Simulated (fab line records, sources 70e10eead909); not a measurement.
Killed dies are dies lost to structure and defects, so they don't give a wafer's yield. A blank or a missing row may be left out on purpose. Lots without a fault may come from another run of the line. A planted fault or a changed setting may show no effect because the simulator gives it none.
A struck lot beside a sound one | flow nand_harc | 28 steps out of a route of 1302
Sound: wafers L981.3, L981.4, L981.6. Struck: wafers L988.2, L988.6. (L988.5 of the same lot was not struck and is left out.) The cause comes at the end.
At each step with rows: each side's tool, then ch and its chambers, then its first start. Under that, the readings that differ: sound wafers | struck wafers | difference of the means | sigmas: that difference in standard deviations of wafers without a fault.
alike: readings whose means differ by less than 2 such deviations, and words and numbers that are the same on both sides. not compared: withheld readings, readings that some wafer has no value for, bounds like >300 that may hide the same value, and numbers for which the record gives no deviation and whose values overlap.
The two part at a step that has a row with sigmas, a row that says differs or no value, or rows on one side only. Numbers that don't overlap but have no deviation are shown without sigmas and don't part them. A reading that every wafer of one side lacks parts them only if that side has two wafers or more.

NHARC_A_CHANNEL_HOLE_D2_INSPECT_12:
  sound on defect_inspect-01, day 14 03:49; struck on defect_inspect-02, day 17 22:17
  alike: raw_defect_count
then, 4 steps without rows for these wafers: NHARC_A_CHANNEL_HOLE_D2_DESCUM_15 (chemistry O2, time 3 s); NHARC_A_CHANNEL_HOLE_D2_ETCH_38 (etches the open film in CF4, target depth 39 nm, time 65 s); NHARC_A_CHANNEL_HOLE_D2_ETCH_39 (etches the open film in N2/H2, target depth 260 nm, time 325 s); NHARC_A_CHANNEL_HOLE_D2_ETCH_34 (etches the open film in CF4/CHF3, target depth 154 nm, time 77 s).
NHARC_A_CHANNEL_HOLE_D2_ETCH_16: etches the open film in O2/COS, target depth 3100 nm, time 806 s.
  sound on rie_diel-10 ch 0,3; struck on rie_diel-13 ch 2
  reading                         | sound             | struck      | difference | sigmas
  rf_vpp_V (V)                    | 316.9 315.3 318.0 | 312.8 312.2 | -4.2       | -2
  showerhead_plenum_p_Torr (Torr) | 3.29 3.20 3.29    | 2.99 2.99   | -0.27      | -2
  alike: drypump_motor_current_A, oes_product_au, throttle_valve_pct
  not compared: rf_hours_counter_h
NHARC_A_CHANNEL_HOLE_D2_CD_MEAS_18:
  sound on cd_sem-03, day 14 04:59; struck on cd_sem-01, day 17 23:26
  alike: cd_nm
then, 3 steps without rows for these wafers: NHARC_A_CHANNEL_HOLE_D2_ETCH_19 (etches the open film in C4F8/O2/Ar, time 34.5 s); NHARC_A_CHANNEL_HOLE_D2_ETCH_20 (etches the open film in C4F8/O2/Ar, time 361.9 s, target depth 1600 nm); NHARC_A_CHANNEL_HOLE_D2_ETCH_21 (etches the open film in C4F8/O2/Ar, time 514.3 s, target depth 1600 nm).
NHARC_A_CHANNEL_HOLE_D2_ETCH_22: etches the open film in C4F8/O2/Ar, time 666.7 s, target depth 1600 nm.
  sound on har_etch-01 ch 0,1, day 14 06:07; struck on har_etch-01 ch 0, day 18 00:28
  alike: drypump_motor_current_A, oes_air_line_au, showerhead_plenum_p_Torr, throttle_valve_pct
  not compared: rf_hours_counter_h
then, 1 step without rows for these wafers: NHARC_A_CHANNEL_HOLE_D2_ETCH_23 (etches the open film in C4F8/O2/Ar, time 819 s, target depth 1600 nm).
NHARC_A_CHANNEL_HOLE_D2_ETCH_24: etches the open film in C4F8/O2/Ar, time 906.2 s, target depth 1500 nm.
  sound on har_etch-01 ch 0,1, day 14 07:26; struck on har_etch-01 ch 0, day 18 01:46
  alike: drypump_motor_current_A, oes_air_line_au, showerhead_plenum_p_Torr, throttle_valve_pct
  not compared: rf_hours_counter_h
then, 2 steps without rows for these wafers: NHARC_A_CHANNEL_HOLE_D2_ETCH_25 (etches the open film in C4F8/O2/Ar, time 1040.2 s, target depth 1500 nm); NHARC_A_CHANNEL_HOLE_D2_ETCH_26 (etches the open film in C4F8/O2/Ar, time 224.1 s, target depth 300 nm).
NHARC_A_CHANNEL_HOLE_D2_ETCH_27: etches the open film in C4F8/O2/Ar, time 90 s, target depth 400 nm.
  sound on har_etch-01 ch 0,1, day 14 09:07; struck on har_etch-01 ch 0, day 18 03:31
  alike: drypump_motor_current_A, oes_air_line_au, showerhead_plenum_p_Torr, throttle_valve_pct
  not compared: rf_hours_counter_h
then, 3 steps without rows for these wafers: NHARC_A_CHANNEL_HOLE_D2_STRIP_41 (strips in N2/H2); NHARC_A_CHANNEL_HOLE_D2_STRIP_42 (strips in CF4/CHF3); NHARC_A_CHANNEL_HOLE_D2_STRIP_43 (strips in O2/COS).
NHARC_A_CHANNEL_HOLE_D2_ETCH_44: etches the open film in CF4/O2, target depth 140 nm, overetch 14 nm, time 77 s.
  sound on rie_diel-02 ch 0,1,3, day 14 09:48; struck on rie_diel-13 ch 2,3, day 18 04:16
  alike: drypump_motor_current_A, oes_ar_750_au, oes_product_au, rf_vpp_V, showerhead_plenum_p_Torr, throttle_valve_pct
  not compared: rf_hours_counter_h
then, 3 steps without rows for these wafers: NHARC_A_CHANNEL_HOLE_D2_STRIP_28 (strips in O2); NHARC_A_CHANNEL_HOLE_D2_PRECLEAN_29 (cleans in SC1); NHARC_A_CHANNEL_HOLE_D2_SRD_30.
NHARC_A_CHANNEL_HOLE_D2_CD_MEAS_31:
  sound on cd_sem-03, day 14 10:35; struck on cd_sem-03, day 18 05:02
  alike: cd_nm
NHARC_A_CHANNEL_HOLE_D2_XSEM_32:
  sound on xsem-02 ch 0, day 14 10:41; struck on xsem-01 ch 0, day 18 05:08
  alike: bot_cd_nm, bow_nm, tilt_deg
NHARC_A_CHANNEL_HOLE_D2_INSPECT_40:
  sound on defect_inspect-01, day 14 10:47; struck on defect_inspect-02, day 18 05:14
  reading          | sound       | struck  | difference | sigmas
  raw_defect_count | 273 210 256 | 791 742 | +520       | +7
then, 1 step without rows for these wafers: NHARC_A_CHANNEL_FILL_D2_PRECLEAN_00 (cleans in SC1).
-- the record jumps here: 11 days lie between the struck wafers' starts before and after (it left off in module A_CHANNEL_FILL_D2 and takes up again in module END, whose first step shown is number 1302 of the route) --
NHARC_END_SORT_01:
  the record has rows for the struck wafers here (prober-01 ch 0, day 29 02:11) and none for the sound ones

WHERE THEY PART
First at NHARC_A_CHANNEL_HOLE_D2_ETCH_16; last, within this record, at NHARC_END_SORT_01.

WHY: what the simulator had put in
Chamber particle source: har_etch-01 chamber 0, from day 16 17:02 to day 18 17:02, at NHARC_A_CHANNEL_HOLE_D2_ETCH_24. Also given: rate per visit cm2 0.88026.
